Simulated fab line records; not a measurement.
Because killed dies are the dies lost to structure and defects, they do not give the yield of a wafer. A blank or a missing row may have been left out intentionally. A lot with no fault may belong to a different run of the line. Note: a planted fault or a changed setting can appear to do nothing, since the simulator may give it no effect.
What tool caused it? | flow n5 finfet | Sampling: 11 lots, 32 wafers, 4 of 1938 route steps

## WHAT THE GAUGES SHOWED, per wafer
N5_PASSIVATION_CD_MEAS_44: target cd 40000 nm.
lot  | measured     | on        | cd nm (nm)
L622 | day 13 03:40 | cd sem-02 | 40001 40002 40001
L623 | day 13 11:56 | cd sem-03 | 39995 39991 40002
L624 | day 14 03:23 | cd sem-03 | 39994 39999 39994
L627 | day 14 04:07 | cd sem-01 | 39998 39999 39995
L628 | day 14 08:52 | cd sem-03 | 39995 39987 39992
L635 | day 15 19:14 | cd sem-03 | 39998 39992 40002
L636 | day 16 07:17 | cd sem-02 | 39982 39979 39984
L634 | day 16 10:24 | cd sem-01 | 39982 39981 39979
L640 | day 18 11:46 | cd sem-02 | 39998 40003 40001
L643 | day 19 06:41 | cd sem-03 | 40000 39996 40002
L645 | day 19 11:40 | cd sem-03 | 39995 39999

## TOOL THAT RAN EACH LOT (tool first, then ch and the chambers of the sampled wafers, then the start)
lot  | N5_MIM_TOP_ETCH_ETCH_00           | N5_PASSIVATION_PECVD_35         | N5_PASSIVATION_EXPOSE_41
L622 | rie metal-02 ch 1, day 12 20:25   | pecvd-04 ch 0,1,2, day 13 03:06 | krf scanner-02 ch 0, day 13 03:29
L623 | rie metal-03 ch 0,1, day 13 02:18 | pecvd-04 ch 0,1, day 13 11:23   | krf scanner-01 ch 0, day 13 11:45
L624 | rie metal-01 ch 0,1, day 13 19:24 | pecvd-04 ch 0,2, day 14 02:49   | krf scanner-02 ch 0, day 14 03:12
L627 | rie metal-01 ch 0,1, day 13 21:46 | pecvd-01 ch 0,1,2, day 14 03:34 | krf scanner-01 ch 0, day 14 03:57
L628 | rie metal-01 ch 0,1, day 14 02:38 | pecvd-04 ch 0,1,2, day 14 08:25 | krf scanner-01 ch 0, day 14 08:41
L635 | rie metal-01 ch 0,1, day 15 12:40 | pecvd-04 ch 0,1,2, day 15 18:48 | krf scanner-02 ch 0, day 15 19:04
L636 | rie metal-03 ch 0,1, day 16 01:22 | pecvd-04 ch 0,1, day 16 06:50   | krf scanner-02 ch 0, day 16 07:06
L634 | rie metal-03 ch 0,1, day 16 03:38 | pecvd-01 ch 1,2, day 16 09:58   | krf scanner-02 ch 0, day 16 10:14
L640 | rie metal-03 ch 0,1, day 18 05:52 | pecvd-02 ch 0,1,2, day 18 11:16 | krf scanner-01 ch 0, day 18 11:37
L643 | rie metal-01 ch 0,1, day 18 21:41 | pecvd-01 ch 1,2, day 19 06:12   | krf scanner-01 ch 0, day 19 06:31
L645 | rie metal-01 ch 1, day 19 04:38   | pecvd-04 ch 1,2, day 19 11:14   | krf scanner-01 ch 0, day 19 11:29
- N5_MIM_TOP_ETCH_ETCH_00: etches TiN in Cl2/BCl3, target depth 38.5 nm.
- N5_PASSIVATION_PECVD_35: deposits SiNx from SiH4/NH3/N2, target thk 700 nm, time 151.3 s.
- N5_PASSIVATION_EXPOSE_41: exposes mask PASS OPEN, defocus 0 nm, target cd 40000 nm.

## THE ANSWER, worked out from the rows above alone
Rule: the usual values come from the lots themselves. The widest of any qualifying gaps counts: lots, ordered by their means at a reading, are off when they make up no more than a third of the lots, leave a main group of 4 or more, and stand apart from it by 3 or more times the standard deviation of that group's means. A main group is skipped when, at the precision printed for the reading in the tables above, its means are all equal. Also off: a lot with no number at a reading for which 4 or more lots have one. Where the step has rows for the other lots, those lots are counted as sound.
Off: L636, L634 (N5_PASSIVATION_CD_MEAS_44, cd nm). The main group: mean 39997 nm, standard deviation 2.8.
If a tool, at a process step before that reading, ran all the lots that are off and no sound lot after the first of them, it fits. Gauges at N5_PASSIVATION_CD_MEAS_44: tried the same way as those tools. One fits: N5_PASSIVATION_EXPOSE_41 on krf scanner-02. A fault onset in the window from L635 (day 15 19:04, its last sound lot) to L636 (day 16 07:06, its first lot off) fits.

## WHAT THE SIMULATOR HAD INSERTED
Process parameters drifting: krf scanner-02 at N5_PASSIVATION_EXPOSE_41, beginning at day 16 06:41. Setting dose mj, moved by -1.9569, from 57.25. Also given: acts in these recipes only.
Shown lots that were struck: L636, L634. The rule above reached the same finding.
